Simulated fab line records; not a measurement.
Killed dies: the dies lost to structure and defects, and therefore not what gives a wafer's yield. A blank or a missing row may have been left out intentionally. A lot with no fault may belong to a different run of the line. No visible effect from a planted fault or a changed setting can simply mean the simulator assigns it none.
Chamber matching / flow n5Finfet / N5_BEOL_M6_DEP_56 on pecvd-03 has 3 sister chambers
The step deposits SiCN from 3MS/NH3, target thk 10 nm, time 17.5 s. 22 wafers are shown with their chamber, then 11 later ones without.

## WAFERS, EACH WITH ITS CHAMBER
wafer=L080.1; chamber=2; rfFwdPowerW (W)=199.0; throttleValvePct (%)=8.9; showerheadPlenumPTorr (Torr)=3.647
wafer=L080.3; chamber=0; rfFwdPowerW (W)=199.6; throttleValvePct (%)=9.2; showerheadPlenumPTorr (Torr)=3.670
wafer=L080.6; chamber=1; rfFwdPowerW (W)=198.5; throttleValvePct (%)=9.3; showerheadPlenumPTorr (Torr)=3.665
wafer=L082.3; chamber=0; rfFwdPowerW (W)=200.3; throttleValvePct (%)=9.1; showerheadPlenumPTorr (Torr)=3.667
wafer=L082.5; chamber=0; rfFwdPowerW (W)=200.1; throttleValvePct (%)=9.4; showerheadPlenumPTorr (Torr)=3.662
wafer=L082.6; chamber=1; rfFwdPowerW (W)=198.3; throttleValvePct (%)=9.5; showerheadPlenumPTorr (Torr)=3.674
wafer=L085.4; chamber=1; rfFwdPowerW (W)=198.7; throttleValvePct (%)=9.2; showerheadPlenumPTorr (Torr)=3.666
wafer=L085.5; chamber=0; rfFwdPowerW (W)=199.5; throttleValvePct (%)=9.1; showerheadPlenumPTorr (Torr)=3.655
wafer=L085.6; chamber=2; rfFwdPowerW (W)=199.8; throttleValvePct (%)=8.7; showerheadPlenumPTorr (Torr)=3.661
wafer=L086.2; chamber=1; rfFwdPowerW (W)=198.1; throttleValvePct (%)=9.2; showerheadPlenumPTorr (Torr)=3.662
wafer=L086.5; chamber=0; rfFwdPowerW (W)=199.2; throttleValvePct (%)=9.1; showerheadPlenumPTorr (Torr)=3.668
wafer=L086.6; chamber=2; rfFwdPowerW (W)=198.6; throttleValvePct (%)=8.7; showerheadPlenumPTorr (Torr)=3.654
wafer=L088.2; chamber=0; rfFwdPowerW (W)=200.7; throttleValvePct (%)=9.3; showerheadPlenumPTorr (Torr)=3.664
wafer=L088.3; chamber=2; rfFwdPowerW (W)=199.0; throttleValvePct (%)=8.9; showerheadPlenumPTorr (Torr)=3.664
wafer=L088.4; chamber=2; rfFwdPowerW (W)=198.5; throttleValvePct (%)=8.9; showerheadPlenumPTorr (Torr)=3.653
wafer=L090.3; chamber=1; rfFwdPowerW (W)=197.9; throttleValvePct (%)=9.1; showerheadPlenumPTorr (Torr)=3.663
wafer=L090.4; chamber=1; rfFwdPowerW (W)=197.7; throttleValvePct (%)=9.1; showerheadPlenumPTorr (Torr)=3.665
wafer=L090.5; chamber=0; rfFwdPowerW (W)=199.6; throttleValvePct (%)=9.3; showerheadPlenumPTorr (Torr)=3.670
wafer=L091.1; chamber=1; rfFwdPowerW (W)=198.5; throttleValvePct (%)=9.0; showerheadPlenumPTorr (Torr)=3.667
wafer=L091.2; chamber=2; rfFwdPowerW (W)=199.0; throttleValvePct (%)=8.9; showerheadPlenumPTorr (Torr)=3.658
wafer=L091.4; chamber=0; rfFwdPowerW (W)=199.8; throttleValvePct (%)=9.2; showerheadPlenumPTorr (Torr)=3.667
wafer=L093.3; chamber=1; rfFwdPowerW (W)=198.5; throttleValvePct (%)=9.0; showerheadPlenumPTorr (Torr)=3.676

SIGNATURES, as means of the wafers listed above
reading=rfFwdPowerW; chamber 0=199.850; chamber 1=198.275; chamber 2=198.983; scatter within a chamber=0.432
reading=throttleValvePct; chamber 0=9.213; chamber 1=9.175; chamber 2=8.833; scatter within a chamber=0.133
reading=showerheadPlenumPTorr; chamber 0=3.66538; chamber 1=3.66725; chamber 2=3.65617; scatter within a chamber=0.00534
Rule: for each reading, subtract the chamber's mean from the wafer's reading, divide by that reading's scatter and square the result; add these up over the readings and take the root, which gives the wafer's distance from the chamber. The wafer belongs to the nearest chamber; if the next one is less than 2 further off, it can't be placed. The scatter: the root of (the sum of the squares of (reading less its chamber's mean) over the shown wafers, divided by (wafers less chambers)).

## WAFERS WITHOUT THEIR CHAMBER
wafer=L093.4; rfFwdPowerW (W)=199.1; throttleValvePct (%)=9.6; showerheadPlenumPTorr (Torr)=3.672
wafer=L093.6; rfFwdPowerW (W)=198.6; throttleValvePct (%)=8.6; showerheadPlenumPTorr (Torr)=3.662
wafer=L092.1; rfFwdPowerW (W)=200.8; throttleValvePct (%)=9.1; showerheadPlenumPTorr (Torr)=3.670
wafer=L092.3; rfFwdPowerW (W)=198.4; throttleValvePct (%)=9.3; showerheadPlenumPTorr (Torr)=3.660
wafer=L092.5; rfFwdPowerW (W)=199.7; throttleValvePct (%)=9.1; showerheadPlenumPTorr (Torr)=3.671
wafer=L095.1; rfFwdPowerW (W)=199.3; throttleValvePct (%)=9.4; showerheadPlenumPTorr (Torr)=3.655
wafer=L095.4; rfFwdPowerW (W)=197.6; throttleValvePct (%)=9.4; showerheadPlenumPTorr (Torr)=3.656
wafer=L095.5; rfFwdPowerW (W)=199.6; throttleValvePct (%)=9.5; showerheadPlenumPTorr (Torr)=3.672
wafer=L097.3; rfFwdPowerW (W)=198.5; throttleValvePct (%)=9.1; showerheadPlenumPTorr (Torr)=3.661
wafer=L097.4; rfFwdPowerW (W)=199.1; throttleValvePct (%)=9.4; showerheadPlenumPTorr (Torr)=3.665
wafer=L097.5; rfFwdPowerW (W)=198.1; throttleValvePct (%)=8.9; showerheadPlenumPTorr (Torr)=3.674

## CHAMBER TAKEN BY EACH
wafer=L093.4; from the rows above=can't be placed: 0 or 1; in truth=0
wafer=L093.6; from the rows above=2; in truth=2
wafer=L092.1; from the rows above=0; in truth=0
wafer=L092.3; from the rows above=can't be placed: 1 or 0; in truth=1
wafer=L092.5; from the rows above=0; in truth=0
wafer=L095.1; from the rows above=can't be placed: 0 or 1 or 2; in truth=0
wafer=L095.4; from the rows above=1; in truth=1
wafer=L095.5; from the rows above=can't be placed: 0 or 1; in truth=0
wafer=L097.3; from the rows above=can't be placed: 1 or 2 or 0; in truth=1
wafer=L097.4; from the rows above=can't be placed: 0 or 1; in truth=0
wafer=L097.5; from the rows above=can't be placed: 1 or 2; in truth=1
4 of 11 placed correctly. Cannot be placed on the basis of these rows: 7; the candidates contain the true chamber in 7. Placed wrongly: 0.
